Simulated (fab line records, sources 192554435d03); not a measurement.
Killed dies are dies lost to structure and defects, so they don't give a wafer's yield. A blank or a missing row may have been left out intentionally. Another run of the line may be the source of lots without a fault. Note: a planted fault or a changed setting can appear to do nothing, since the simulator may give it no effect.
Problem report, 8D (eight disciplines) form, completed by code / flow n5-finfet / the parts of the form that need people (team, actions taken, sign-off) are left out

## 1. PROBLEM STATEMENT
HMC_CMP_THK at N5_PMOS_HMC_CHANNEL_EPI_THK_MEAS_22 reads a mean of 59.0 nm on 9 wafers of 3 lots; wafers without a fault read 53.7 nm with a standard deviation of 0.8. Relative to the usual mean, that is a shift of +6.6 standard deviations.
The first sign was on wafer L242.2 at day 4 20:13, on film-metro-02. The record holds 30 wafers of 10 lots with a number at this step. Rule for "out" (also "out of limits"): further than 4 standard deviations from the usual mean. The rest of the wafers with a number are treated as sound.

## 2. WHAT IT IS; WHAT IT IS NOT
question=which readings at this step | is=HMC_CMP_THK | is not=-
question=which lots | is=L242, L243, L244 | is not=L231, L232, L234, L236, L246, L249, L251
question=which wafers of those lots | is=all that have a number | is not=-
question=read on which gauges | is=film-metro-01, film-metro-02 | is not=-
question=when | is=from day 4 20:13 | is not=up to then (12 sound wafers); but 9 sound wafers of L246, L249, L251 came after

## 3. SUSPECTS, AND WHAT RULES EACH OUT
Counting: any tool at a process step up to the reading is kept as a suspect provided that every lot that is out went through it and no sound lot did after the first of them.
- the gauge at N5_PMOS_HMC_CHANNEL_EPI_THK_MEAS_22: ruled out. 2 gauges (film-metro-01, film-metro-02) read the wafers that are out.
- rtp-anneal-02 at N5_WELL_APT_RTA_34 (time 10 s): ruled out as a lasting fault. Sound lots L249 ran on it after its first lot that is out, L242 (day 4 16:02).
- rie-si-05 at N5_PMOS_HMC_CHANNEL_EPI_FIN_RECESS_16 (chemistry HBr/Cl2, target Si, target depth 54 nm, time 18 s): kept. It processed each lot that is out, first L242 at day 4 18:01, and no sound lot thereafter; up to then, the last sound lot it processed was L232 at day 2 05:46.
Remaining after the count: rie-si-05 at N5_PMOS_HMC_CHANNEL_EPI_FIN_RECESS_16.

## 4. THE CAUSE (what the simulator had put in)
Process parameters drifting: rie-si-05 at N5_PMOS_HMC_CHANNEL_EPI_FIN_RECESS_16, beginning at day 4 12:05. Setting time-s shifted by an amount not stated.
After counting, this tool was the only one left.

## 5. SEQUENCE OF EFFECTS, ordered by route
One row per reading whose mean, taken over the struck wafers that have a number, lies over 3 standard deviations from the usual. Readings are gone through only where the record gives a usual standard deviation; hours: the median, over the lots, of the time from a lot's start at the first step in this table giving one to that lot's start at this step; sigmas: the change measured in usual standard deviations.
hours=0; step=N5_PMOS_HMC_CHANNEL_EPI_THK_MEAS_22; reading=HMC_CMP_THK; usual=53.7 nm; on struck wafers=59.0; change=+5.3; sigmas=+6.6
hours=193; step=N5_BEOL_M4_RC_MEAS_101; reading=CJ_P; usual=5.83; on struck wafers=4.19; change=-1.64; sigmas=-9.1
hours=193; step=N5_BEOL_M4_RC_MEAS_101; reading=IOFF_P; usual=0.22 nA/um; on struck wafers=0.44; change=+0.22; sigmas=+5.1
hours=193; step=N5_BEOL_M4_RC_MEAS_101; reading=IOFF_P_85C; usual=3.7 nA/um; on struck wafers=6.7; change=+3.0; sigmas=+4.8
hours=193; step=N5_BEOL_M4_RC_MEAS_101; reading=SS_P; usual=73.3 mV/dec; on struck wafers=77.3; change=+4.0; sigmas=+6.0

## 6. HOW IT WOULD HAVE BEEN CAUGHT EARLIER
8 hours passed between the start of the fault at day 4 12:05 and the first reading out of limits at a measuring or inspecting step in this record, taken at day 4 20:13.
No tool reading at N5_PMOS_HMC_CHANNEL_EPI_FIN_RECESS_16 that has a usual standard deviation in the record was out on any struck wafer, so an alarm limit of 4 standard deviations on those readings would not have fired.
Among the 3 lots that are out, L243, L244 began N5_PMOS_HMC_CHANNEL_EPI_FIN_RECESS_16 on rie-si-05 after day 4 20:13. A hold on the tool at that time would have spared those 2.
